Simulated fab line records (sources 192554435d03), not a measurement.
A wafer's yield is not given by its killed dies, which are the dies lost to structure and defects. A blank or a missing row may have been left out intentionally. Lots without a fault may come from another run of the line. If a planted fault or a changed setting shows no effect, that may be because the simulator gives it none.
Matching of chambers || flow n5 finfet || pecvd-04 running N5_BEOL_M5_DEP_56: 3 sister chambers
The step deposits SiCN from 3MS/NH3, target thk 8 nm, time 14 s. 6 wafers are shown with their chamber, then 7 later ones without.

WAFERS WITH THEIR CHAMBER
{"wafer": "L078.5", "chamber": 2, "throttle valve pct (%)": 8.9, "showerhead plenum p Torr (Torr)": 3.651}
{"wafer": "L079.3", "chamber": 1, "throttle valve pct (%)": 9.8, "showerhead plenum p Torr (Torr)": 3.650}
{"wafer": "L079.4", "chamber": 0, "throttle valve pct (%)": 9.5, "showerhead plenum p Torr (Torr)": 3.647}
{"wafer": "L079.6", "chamber": 2, "throttle valve pct (%)": 9.0, "showerhead plenum p Torr (Torr)": 3.650}
{"wafer": "L094.3", "chamber": 0, "throttle valve pct (%)": 9.4, "showerhead plenum p Torr (Torr)": 3.643}
{"wafer": "L094.5", "chamber": 1, "throttle valve pct (%)": 9.7, "showerhead plenum p Torr (Torr)": 3.658}

WAFERS WHOSE CHAMBER IS MISSING
{"wafer": "L094.6", "throttle valve pct (%)": 9.5, "showerhead plenum p Torr (Torr)": 3.644}
{"wafer": "L095.3", "throttle valve pct (%)": 9.7, "showerhead plenum p Torr (Torr)": 3.648}
{"wafer": "L095.5", "throttle valve pct (%)": 9.6, "showerhead plenum p Torr (Torr)": 3.654}
{"wafer": "L095.6", "throttle valve pct (%)": 8.9, "showerhead plenum p Torr (Torr)": 3.659}
{"wafer": "L097.3", "throttle valve pct (%)": 9.6, "showerhead plenum p Torr (Torr)": 3.651}
{"wafer": "L097.4", "throttle valve pct (%)": 9.8, "showerhead plenum p Torr (Torr)": 3.648}
{"wafer": "L097.5", "throttle valve pct (%)": 8.7, "showerhead plenum p Torr (Torr)": 3.642}

EACH ONE'S CHAMBER
{"wafer": "L094.6", "from the rows above": 0, "in truth": 0}
{"wafer": "L095.3", "from the rows above": "can't be placed: 1 or 0", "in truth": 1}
{"wafer": "L095.5", "from the rows above": "can't be placed: 1 or 0", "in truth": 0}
{"wafer": "L095.6", "from the rows above": 2, "in truth": 2}
{"wafer": "L097.3", "from the rows above": "can't be placed: 1 or 0", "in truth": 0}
{"wafer": "L097.4", "from the rows above": 1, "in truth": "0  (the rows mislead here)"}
{"wafer": "L097.5", "from the rows above": 2, "in truth": 2}
Correctly placed: 3 of 7. From these rows, 3 cannot be placed; in 3 the true chamber is one of the candidates. Placed wrongly: 1.
How it was worked out, from the rows above alone: a wafer's distance from a chamber is the root of the sum, over the readings, of the square of ((its reading less the chamber's mean) divided by the reading's scatter). If the next closest chamber is less than 2 further off than the closest, the wafer can't be placed; otherwise it belongs to the closest. The mean given for a chamber averages the wafers shown for that chamber. The scatter: take each reading less its chamber's mean, square it, sum over the shown wafers, divide by the number of wafers less the number of chambers, and take the root.
